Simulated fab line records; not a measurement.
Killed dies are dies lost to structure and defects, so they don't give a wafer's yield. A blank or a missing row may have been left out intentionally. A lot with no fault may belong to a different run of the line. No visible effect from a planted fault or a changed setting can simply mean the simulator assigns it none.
Matching of chambers ; flow n5Finfet ; N5_BEOL_M10_DESCUM_16 on rieDiel-05: 4 sister chambers
The step chemistry O2, time 7.9 s. 4 wafers are shown with their chamber, then 11 later ones without.

EACH WAFER AND ITS CHAMBER
wafer;chamber;drypumpMotorCurrentA (A)
L080.2;0;5.1
L089.1;1;5.8
L089.3;3;5.0
L093.1;2;6.7

WAFERS MISSING THEIR CHAMBER
wafer;drypumpMotorCurrentA (A)
L093.2;5.8
L093.3;4.9
L093.4;5.1
L093.5;5.1
L093.6;5.0
L095.1;6.7
L095.2;5.8
L095.3;5.1
L095.4;5.8
L095.5;6.7
L095.6;5.1

WHICH CHAMBER EACH ONE RAN IN
wafer;from the rows above;in truth
L093.2;1;1
L093.3;3;3
L093.4;0;0
L093.5;0;0
L093.6;3;3
L095.1;2;2
L095.2;1;1
L095.3;0;0
L095.4;1;1
L095.5;2;2
L095.6;0;0
Placed correctly: 11 of 11. From these rows, 0 cannot be placed. Placed wrongly: 0.
How it was worked out, from the rows above alone: a wafer's distance from a chamber is the root of the sum, over the readings, of the square of ((its reading less the chamber's mean) divided by the reading's scatter). If the next closest chamber is less than 2 further off than the closest, the wafer can't be placed; otherwise it belongs to the closest. For every chamber, the mean is computed from those of its wafers that are shown. The scatter: with one shown wafer a chamber, the root of the mean of the squares of how far each hidden wafer lies from its nearest shown one.
